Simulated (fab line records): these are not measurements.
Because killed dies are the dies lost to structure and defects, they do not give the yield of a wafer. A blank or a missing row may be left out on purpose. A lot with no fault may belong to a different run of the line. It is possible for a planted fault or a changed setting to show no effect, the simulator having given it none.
Lot-split experiment / flow n5-finfet / route with 1938 steps; 7 lots, 21 wafers read

## THE SPLIT
At N5_PASSIVATION_AL_DEP_21 (deposits Al, target thk 2800 nm, time 170 s), the setting time-s was moved away from the recipe's 170 s on 7 of the 21 wafers read, by -10.4% to +9.2%. The other wafers ran this setting at the recipe's value.

The reading comes from the split's own step.

## THE READING
Al_of_PASSIVATION_AL_DEP_21.thk-nm (the simulator's own value, which no gauge read), in nm, at N5_PASSIVATION_AL_DEP_21 (deposits Al, target thk 2800 nm, time 170 s). There is no usual value for it anywhere in the file. Average 2814 nm, standard deviation 28 nm, over the 14 wafers here run with the recipe.

wafer=L079.1; tool, chamber at the split=pvd-sputter-01, -; time-s as run, s=170; against the recipe=recipe; Al_of_PASSIVATION_AL_DEP_21.thk-nm, nm=2843; against lot-mates on the recipe=-
wafer=L079.2; tool, chamber at the split=pvd-sputter-01, -; time-s as run, s=152.4; against the recipe=-10.4%; Al_of_PASSIVATION_AL_DEP_21.thk-nm, nm=2519; against lot-mates on the recipe=-319
wafer=L079.3; tool, chamber at the split=pvd-sputter-01, -; time-s as run, s=170; against the recipe=recipe; Al_of_PASSIVATION_AL_DEP_21.thk-nm, nm=2833; against lot-mates on the recipe=-
wafer=L080.3; tool, chamber at the split=pvd-sputter-02, -; time-s as run, s=170; against the recipe=recipe; Al_of_PASSIVATION_AL_DEP_21.thk-nm, nm=2819; against lot-mates on the recipe=-
wafer=L080.4; tool, chamber at the split=pvd-sputter-02, -; time-s as run, s=185.7; against the recipe=+9.2%; Al_of_PASSIVATION_AL_DEP_21.thk-nm, nm=3092; against lot-mates on the recipe=+273
wafer=L080.6; tool, chamber at the split=pvd-sputter-02, -; time-s as run, s=185.7; against the recipe=+9.2%; Al_of_PASSIVATION_AL_DEP_21.thk-nm, nm=3068; against lot-mates on the recipe=+249
wafer=L081.1; tool, chamber at the split=pvd-sputter-01, -; time-s as run, s=170; against the recipe=recipe; Al_of_PASSIVATION_AL_DEP_21.thk-nm, nm=2800; against lot-mates on the recipe=-
wafer=L081.4; tool, chamber at the split=pvd-sputter-01, -; time-s as run, s=170; against the recipe=recipe; Al_of_PASSIVATION_AL_DEP_21.thk-nm, nm=2768; against lot-mates on the recipe=-
wafer=L081.6; tool, chamber at the split=pvd-sputter-01, -; time-s as run, s=170; against the recipe=recipe; Al_of_PASSIVATION_AL_DEP_21.thk-nm, nm=2782; against lot-mates on the recipe=-
wafer=L082.2; tool, chamber at the split=pvd-sputter-03, -; time-s as run, s=170; against the recipe=recipe; Al_of_PASSIVATION_AL_DEP_21.thk-nm, nm=2769; against lot-mates on the recipe=-
wafer=L082.3; tool, chamber at the split=pvd-sputter-03, -; time-s as run, s=184.1; against the recipe=+8.3%; Al_of_PASSIVATION_AL_DEP_21.thk-nm, nm=3024; against lot-mates on the recipe=+255
wafer=L082.4; tool, chamber at the split=pvd-sputter-03, -; time-s as run, s=184.1; against the recipe=+8.3%; Al_of_PASSIVATION_AL_DEP_21.thk-nm, nm=2986; against lot-mates on the recipe=+217
wafer=L088.3; tool, chamber at the split=pvd-sputter-01, -; time-s as run, s=170; against the recipe=recipe; Al_of_PASSIVATION_AL_DEP_21.thk-nm, nm=2830; against lot-mates on the recipe=-
wafer=L088.4; tool, chamber at the split=pvd-sputter-01, -; time-s as run, s=170; against the recipe=recipe; Al_of_PASSIVATION_AL_DEP_21.thk-nm, nm=2860; against lot-mates on the recipe=-
wafer=L088.6; tool, chamber at the split=pvd-sputter-01, -; time-s as run, s=170; against the recipe=recipe; Al_of_PASSIVATION_AL_DEP_21.thk-nm, nm=2854; against lot-mates on the recipe=-
wafer=L097.4; tool, chamber at the split=pvd-sputter-02, -; time-s as run, s=159.3; against the recipe=-6.3%; Al_of_PASSIVATION_AL_DEP_21.thk-nm, nm=2628; against lot-mates on the recipe=-189
wafer=L097.5; tool, chamber at the split=pvd-sputter-02, -; time-s as run, s=170; against the recipe=recipe; Al_of_PASSIVATION_AL_DEP_21.thk-nm, nm=2817; against lot-mates on the recipe=-
wafer=L097.6; tool, chamber at the split=pvd-sputter-02, -; time-s as run, s=159.3; against the recipe=-6.3%; Al_of_PASSIVATION_AL_DEP_21.thk-nm, nm=2637; against lot-mates on the recipe=-180
wafer=L096.1; tool, chamber at the split=pvd-sputter-01, -; time-s as run, s=170; against the recipe=recipe; Al_of_PASSIVATION_AL_DEP_21.thk-nm, nm=2790; against lot-mates on the recipe=-
wafer=L096.5; tool, chamber at the split=pvd-sputter-01, -; time-s as run, s=170; against the recipe=recipe; Al_of_PASSIVATION_AL_DEP_21.thk-nm, nm=2812; against lot-mates on the recipe=-
wafer=L096.6; tool, chamber at the split=pvd-sputter-01, -; time-s as run, s=170; against the recipe=recipe; Al_of_PASSIVATION_AL_DEP_21.thk-nm, nm=2814; against lot-mates on the recipe=-

THE FIT
A straight line over all 21 wafers: Al_of_PASSIVATION_AL_DEP_21.thk-nm changes by +27.2 nm for each +1% of time-s; r = +0.98; the points scatter about the line by 28 nm.
The same after taking each lot's own level away (the mean of its wafers on the recipe; 21 wafers): +29.1 nm for each +1%; r = +1.00; scatter 12 nm.
The reading moves by 3e+02 nm for the largest change in time-s, on that fit.
The span of the lots' own levels, 2769.0 to 2848.0 nm, comes to 2.8 times the standard deviation stated above.
The two slopes are in agreement: the lot-to-lot level therefore moves the slope only a little.
Check: for one of the wafers moved furthest among these (-10.4%), held out of the fit, the line's prediction against its lot-mates is -297 nm. Against them it came out at -319 nm.

## OTHER SPLITS ON THESE WAFERS
Note: prior to the reading, these wafers also went through further splits. Each is held against what the fit with the lots' levels taken away leaves over:
other split on the same wafers=N5_BEOL_M14_PEB_08 peb-temp-c; wafers away from the commonest value=8; r with Al_of_PASSIVATION_AL_DEP_21.thk-nm (lot level and that fit taken away)=-0.14
other split on the same wafers=N5_BEOL_M14_DEP_53 time-s; wafers away from the commonest value=9; r with Al_of_PASSIVATION_AL_DEP_21.thk-nm (lot level and that fit taken away)=-0.11
other split on the same wafers=N5_BEOL_M15_EXPOSE_25 dose-mj; wafers away from the commonest value=7; r with Al_of_PASSIVATION_AL_DEP_21.thk-nm (lot level and that fit taken away)=+0.11

## FILE'S OWN FIT
Al_of_PASSIVATION_AL_DEP_21.thk-nm changes by +29.3 nm for each +1% of time-s, r = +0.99.
